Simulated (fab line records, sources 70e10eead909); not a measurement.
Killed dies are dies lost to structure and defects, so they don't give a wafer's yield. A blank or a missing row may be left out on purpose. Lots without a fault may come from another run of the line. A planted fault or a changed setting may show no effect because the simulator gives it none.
One fault seen from 2 desks | flow nand_harc | each desk has only its own numbers; what lay behind them comes last

THE METROLOGY DESK
What the gauges read, lot by lot, whatever tool the lot ran on: means of the sampled wafers that have a number. A lot is out of limits, marked OUT, if its mean lies more than 4 standard deviations from the usual mean; the brackets give that distance.
Columns: A = cd_nm at NHARC_A_BONDPAD_CD_MEAS_13, usual 498.0 nm
lot  | first seen here | A
L979 | day 18 03:17    | 499.0
L980 | day 18 03:58    | 499.5
L981 | day 18 05:46    | 496.1
L977 | day 18 06:39    | 496.3
L982 | day 19 03:36    | 499.4
L978 | day 19 06:23    | 497.0
L983 | day 19 06:59    | 497.1
L984 | day 20 03:05    | 497.6
L985 | day 20 09:56    | 499.0
L995 | day 22 09:43    | 498.1
L996 | day 22 11:21    | 496.1
L998 | day 23 11:35    | 499.4
L100 | day 23 16:07    | 498.7
This desk's finding: nothing out of limits on any of the 13 lots.

THE TOOL OWNER'S DESK: rie_diel-08
The tool's own readings at NHARC_P_CONTACT_ETCH_36 (etches the open film in N2/H2, target depth 260 nm, time 406.25 s): means of the sampled wafers that have a number, for each lot that ran on this tool. A lot is out of limits, marked OUT, if its mean lies more than 4 standard deviations from the usual mean; the brackets give that distance.
Columns: A = bias_w at NHARC_P_CONTACT_ETCH_36, usual 150.0 W; B = drypump_motor_current_A at NHARC_P_CONTACT_ETCH_36, usual 5.77 A; C = oes_product_au at NHARC_P_CONTACT_ETCH_36, usual 0.996 a.u.; D = rf_vpp_V at NHARC_P_CONTACT_ETCH_36, usual 429.7 V; E = showerhead_plenum_p_Torr at NHARC_P_CONTACT_ETCH_36, usual 2.01 Torr; F = throttle_valve_pct at NHARC_P_CONTACT_ETCH_36, usual 14.170 %
lot  | first seen here | A     | B    | C     | D     | E    | F
L979 | day 5 20:31     | 150.1 | 5.72 | 0.996 | 428.1 | 1.97 | 14.167
L978 | day 5 21:31     | 150.1 | 5.66 | 0.995 | 431.5 | 2.03 | 14.181
L977 | day 5 22:21     | 149.7 | 5.66 | 1.005 | 428.7 | 1.99 | 14.172
L983 | day 7 03:47     | 150.2 | 5.79 | 0.996 | 429.1 | 2.00 | 14.171
L984 | day 7 08:14     | 150.3 | 5.87 | 0.987 | 428.7 | 1.99 | 14.164
L985 | day 7 19:37     | 149.8 | 5.81 | 0.999 | 429.5 | 2.00 | 14.168
L995 | day 10 03:40    | 150.0 | 5.63 | 0.996 | 430.1 | 2.03 | 14.173
L996 | day 10 05:47    | 149.7 | 5.75 | 1.001 | 428.5 | 1.97 | 14.171
This desk's finding: nothing out of limits on any of the 8 lots.

PUT TOGETHER
The metrology desk saw nothing out of limits.
The tool owner's desk saw nothing out of limits.

WHAT THE SIMULATOR HAD PUT IN
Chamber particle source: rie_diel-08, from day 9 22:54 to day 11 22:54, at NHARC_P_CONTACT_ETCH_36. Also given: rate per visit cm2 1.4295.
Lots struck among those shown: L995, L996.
